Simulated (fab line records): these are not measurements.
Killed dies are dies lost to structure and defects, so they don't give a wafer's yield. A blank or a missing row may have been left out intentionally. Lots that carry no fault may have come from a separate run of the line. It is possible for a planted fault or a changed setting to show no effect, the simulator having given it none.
Shared-tool check | flow nand_harc | 9 wafers sampled across 3 lots

== WHAT PROMPTED THE OPENING ==
Flagged at NHARC_END_SORT_01: reading killed_at_array, on 3 of 3 lots. Fault-free wafers read 59, with a standard deviation of 17.
Rule: a lot is flagged when every wafer of it that has a number lies more than 4 standard deviations from that mean, or none has a number. The rest of the lots are taken to be sound.

lot  | measured     | on        | killed_at_array, wafer by wafer | flag
L947 | day 30 04:33 | prober-01 | 673 676 675                     | FLAGGED
L950 | day 30 20:25 | prober-02 | 676 676 676                     | FLAGGED
L951 | day 31 10:04 | prober-02 | 676 673 675                     | FLAGGED
The numbers of the flagged lots are 675 on average: +616 against the usual, or +36 standard deviations.

== WHICH TOOL RAN EACH LOT ==
The record holds 3 process steps before the reading, out of a route of 1302 steps. Cell contents, in order: the tool; ch with the chambers the sampled wafers went through; the start.
lot  | flag    | NHARC_P_BONDPAD_PVD_27                  | NHARC_P_BONDPAD_ANNEAL_28        | NHARC_A_ONON_D1_DEP_03
L947 | FLAGGED | pvd_sputter-01, day 12 16:32 or earlier | rtp_anneal-02 ch 0, day 12 16:32 | pecvd_onon-03, day 13 17:34
L950 | FLAGGED | pvd_sputter-03, day 13 12:23 or earlier | rtp_anneal-01 ch 0, day 13 12:23 | pecvd_onon-02, day 14 13:10
L951 | FLAGGED | pvd_sputter-01, day 13 16:50 or earlier | rtp_anneal-01 ch 0, day 13 16:50 | pecvd_onon-03, day 14 20:14
What these steps do:
- NHARC_P_BONDPAD_PVD_27: deposits Cu, target thk 30 nm, time 20.49 s.
- NHARC_P_BONDPAD_ANNEAL_28: time 90 s.
- NHARC_A_ONON_D1_DEP_03: target thk 1000 nm.
- NHARC_END_SORT_01

== FLAGGED OVER TOTAL, TOOL BY TOOL (the gauges that took the reading come last) ==
step                      | tool           | lots run | flagged | share of the flagged lots | sound lots run after its first flagged lot
NHARC_P_BONDPAD_PVD_27    | pvd_sputter-01 | 2        | 2       | some                      | 0
NHARC_P_BONDPAD_PVD_27    | pvd_sputter-03 | 1        | 1       | some                      | 0
NHARC_P_BONDPAD_ANNEAL_28 | rtp_anneal-01  | 2        | 2       | some                      | 0
NHARC_P_BONDPAD_ANNEAL_28 | rtp_anneal-02  | 1        | 1       | some                      | 0
NHARC_A_ONON_D1_DEP_03    | pecvd_onon-02  | 1        | 1       | some                      | 0
NHARC_A_ONON_D1_DEP_03    | pecvd_onon-03  | 2        | 2       | some                      | 0
NHARC_END_SORT_01         | prober-01      | 1        | 1       | some                      | 0
NHARC_END_SORT_01         | prober-02      | 2        | 2       | some                      | 0
NHARC_P_BONDPAD_PVD_27 gives no start for some lots, so the hours and the order of its lots are those of NHARC_P_BONDPAD_ANNEAL_28.

== WHAT IS ALLOWED BY THE TABLE ==
No row of the table ran every flagged lot.

== WHAT THE SIMULATOR HAD PUT IN ==
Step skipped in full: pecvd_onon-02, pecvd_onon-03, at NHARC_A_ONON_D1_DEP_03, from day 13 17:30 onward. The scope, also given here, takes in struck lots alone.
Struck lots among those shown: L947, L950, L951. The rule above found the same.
